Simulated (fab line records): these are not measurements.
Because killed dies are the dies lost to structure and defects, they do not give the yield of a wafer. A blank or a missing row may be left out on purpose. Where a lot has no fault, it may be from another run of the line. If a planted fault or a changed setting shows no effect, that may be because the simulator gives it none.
The same fault as seen by 2 desks + flow nandHarc + numbers are kept per desk, each desk with only its own; the story behind them comes last

== DESK OF THE TOOL OWNER: arfiScanner-02 ==
The tool's own readings at NHARC_A_CHANNEL_HOLE_D2_EXPOSE_07 (exposes mask HOLE D2, target cd 100 nm): means of the sampled wafers that have a number, for each lot that ran on this tool. A lot is out of limits, marked OUT, if its mean lies more than 4 standard deviations from the usual mean; the brackets give that distance.
Columns: A = exposureDoseMJCm2 at NHARC_A_CHANNEL_HOLE_D2_EXPOSE_07, usual 59.73
| lot  | first seen here | A               |
|------|-----------------|-----------------|
| L249 | day 12 15:06    | 59.62           |
| L252 | day 14 07:56    | 59.64           |
| L254 | day 15 08:07    | 59.59           |
| L260 | day 17 21:23    | 59.63           |
| L264 | day 19 08:53    | 43.09 (-98) OUT |
| L266 | day 20 07:40    | 46.48 (-78) OUT |
Finding of this desk: L264, L266 out of limits; the first was L264 at day 19 08:53, on exposureDoseMJCm2 at NHARC_A_CHANNEL_HOLE_D2_EXPOSE_07. In limits: L249, L252, L254, L260.

== THE METROLOGY DESK ==
What the gauges read, lot by lot, whatever tool the lot ran on: means of the sampled wafers that have a number. A lot is out of limits, marked OUT, if its mean lies more than 4 standard deviations from the usual mean; the brackets give that distance.
Columns: A = thkNm at NHARC_A_ONON_D2_THK_MEAS_34, usual 199.8 nm; B = cdNm at NHARC_A_CHANNEL_HOLE_D2_CD_MEAS_10, usual 100.1 nm; C = cdNm at NHARC_A_CHANNEL_HOLE_D2_CD_MEAS_31, usual 90.0 nm
| lot  | first seen here | A     | B              | C               |
|------|-----------------|-------|----------------|-----------------|
| L249 | day 12 11:23    | 200.8 | 100.0          | 89.3            |
| L251 | day 13 08:35    | 196.8 | 100.0          | 89.1            |
| L253 | day 14 05:04    | 196.8 | 99.6           | 88.2            |
| L252 | day 14 05:15    | 200.8 | 99.9           | 88.1            |
| L254 | day 15 05:25    | 201.5 | 99.8           | 89.8            |
| L256 | day 16 07:48    | 199.0 | 99.9           | 89.5            |
| L257 | day 16 13:57    | 203.0 | 100.3          | 91.2            |
| L259 | day 17 10:10    | 200.5 | 100.2          | 88.3            |
| L260 | day 17 14:49    | 197.1 | 100.4          | 91.9            |
| L264 | day 19 03:58    | 201.3 | 84.8 (-35) OUT | 74.3 (-13) OUT  |
| L265 | day 19 04:01    | 199.6 | 100.0          | 88.3            |
| L266 | day 20 05:03    | 203.4 | 88.4 (-27) OUT | 78.2 (-9.8) OUT |
| L271 | day 21 21:22    | 198.1 | 100.4          | 90.4            |
| L272 | day 22 22:39    | 197.3 | 99.6           | 89.7            |
Finding of this desk: L264, L266 out of limits; the first was L264 at day 19 09:01, on cdNm at NHARC_A_CHANNEL_HOLE_D2_CD_MEAS_10. In limits: L249, L251, L253, L252, L254, L256, L257, L259, L260, L265, L271, L272.

== PUT TOGETHER ==
An alarm could have come from the tool owner's desk at day 19 08:53, on L264, L266.
Metrology desk: alarm possible at day 19 09:01 on L264, L266.
The lots listed all ran NHARC_A_CHANNEL_HOLE_D2_EXPOSE_07 on arfiScanner-02.

== WHAT THE SIMULATOR PUT IN ==
Process parameters drifting: arfiScanner-02 at NHARC_A_CHANNEL_HOLE_D2_EXPOSE_07, beginning at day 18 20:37. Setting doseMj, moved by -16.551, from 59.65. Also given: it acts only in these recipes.
Lots struck among those shown: L264, L266.
Hours from the fault's start to each desk's first reading out of limits: the tool owner's desk, 12; the metrology desk, 12.
